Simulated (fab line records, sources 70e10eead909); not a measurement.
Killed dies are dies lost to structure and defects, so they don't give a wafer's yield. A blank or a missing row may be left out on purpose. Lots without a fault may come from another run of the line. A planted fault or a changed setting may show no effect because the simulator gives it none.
Chamber matching | flow nand_harc | NHARC_A_WL_FILL_CMP_12 on cmp-01: 4 sister chambers
The step polishes, t overpolish 30 s, target thk 75 nm. 8 wafers are shown with their chamber, then 8 later ones without.

WAFERS WITH THEIR CHAMBER
wafer  | chamber | motor_current_A (A) | time_to_endpoint_s (s)
L453.4 | 3       | 12.2                | 16
L454.3 | 2       | 13.2                | 19
L454.4 | 1       | 11.6                | 14
L454.5 | 1       | 12.0                | 17
L457.1 | 3       | 11.3                | 14
L457.3 | 0       | 12.4                | 12
L457.6 | 0       | 12.0                | 13
L461.2 | 2       | 14.2                | 15

WAFERS WITHOUT THEIR CHAMBER
wafer  | motor_current_A (A) | time_to_endpoint_s (s)
L461.4 | 12.5                | 16
L461.5 | 12.5                | 15
L464.1 | 12.4                | 16
L464.4 | 12.3                | 14
L464.5 | 11.2                | 13
L465.1 | 11.8                | 18
L465.2 | 12.2                | 14
L465.4 | 13.2                | 18

WHICH CHAMBER EACH WENT THROUGH
wafer  | from the rows above               | in truth
L461.4 | can't be placed: 1 or 3 or 0 or 2 | 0
L461.5 | can't be placed: 1 or 0 or 3 or 2 | 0
L464.1 | can't be placed: 1 or 3 or 0 or 2 | 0
L464.4 | can't be placed: 0 or 3 or 1      | 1
L464.5 | can't be placed: 3 or 1 or 0      | 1
L465.1 | can't be placed: 1 or 3 or 0      | 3
L465.2 | can't be placed: 0 or 3 or 1      | 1
L465.4 | can't be placed: 2 or 1           | 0
Placed correctly: 0 of 8. Can't be placed from these rows: 8 (the true chamber is among the candidates in 7). Placed wrongly: 0.
How it was worked out, from the rows above alone: a wafer's distance from a chamber is the root of the sum, over the readings, of the square of ((its reading less the chamber's mean) divided by the reading's scatter). The wafer belongs to the nearest chamber; if the next one is less than 2 further off, it can't be placed. A chamber's mean is the mean of its shown wafers. The scatter: the root of (the sum of the squares of (reading less its chamber's mean) over the shown wafers, divided by (wafers less chambers)).
